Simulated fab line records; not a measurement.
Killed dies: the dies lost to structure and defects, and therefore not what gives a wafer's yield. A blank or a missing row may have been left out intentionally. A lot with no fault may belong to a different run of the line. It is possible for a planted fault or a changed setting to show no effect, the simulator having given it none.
Matching of chambers | flow nand-harc | NHARC_A_STAIRCASE_ETCH_253 on rie-diel-03 has 4 sister chambers
The step etches the open film in C4F8/O2, target depth 50 nm, time 20.2 s. 8 wafers are shown with their chamber, then 9 later ones without.

== WAFERS WITH THEIR CHAMBER ==
wafer  | chamber | rf-vpp-V (V) | oes-product-au (a.u.)
L076.1 | 2       | 899          | 0.942
L077.5 | 1       | 898          | 0.995
L086.1 | 0       | 892          | 0.957
L086.3 | 2       | 902          | 0.943
L086.4 | 3       | 905          | 0.946
L089.1 | 1       | 899          | 0.963
L089.2 | 0       | 894          | 0.943
L089.6 | 3       | 906          | 0.942

== WAFERS MISSING THEIR CHAMBER ==
wafer  | rf-vpp-V (V) | oes-product-au (a.u.)
L090.2 | 894          | 0.936
L090.5 | 899          | 0.946
L090.6 | 894          | 0.954
L093.2 | 899          | 0.977
L093.3 | 905          | 0.962
L093.5 | 901          | 0.985
L097.2 | 897          | 0.932
L097.5 | 900          | 0.923
L097.6 | 905          | 0.915

== WHICH CHAMBER EACH WENT THROUGH ==
wafer  | from the rows above          | in truth
L090.2 | 0                            | 0
L090.5 | can't be placed: 2 or 1      | 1
L090.6 | 0                            | 0
L093.2 | 1                            | 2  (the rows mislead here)
L093.3 | 3                            | 3
L093.5 | can't be placed: 1 or 2      | 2
L097.2 | can't be placed: 2 or 0 or 1 | 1
L097.5 | 2                            | 2
L097.6 | can't be placed: 3 or 2      | 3
Placed correctly: 4 of 9. These rows do not allow placing 4 (true chamber among the candidates in 4). Placed wrongly: 1.
How it was worked out, from the rows above alone: a wafer's distance from a chamber is the root of the sum, over the readings, of the square of ((its reading less the chamber's mean) divided by the reading's scatter). The wafer belongs to the nearest chamber; if the next one is less than 2 further off, it can't be placed. The mean given for a chamber averages the wafers shown for that chamber. How the scatter is found: for the shown wafers, subtract from each reading the mean of its chamber, square and add these, divide the total by (wafers less chambers), then take the root.
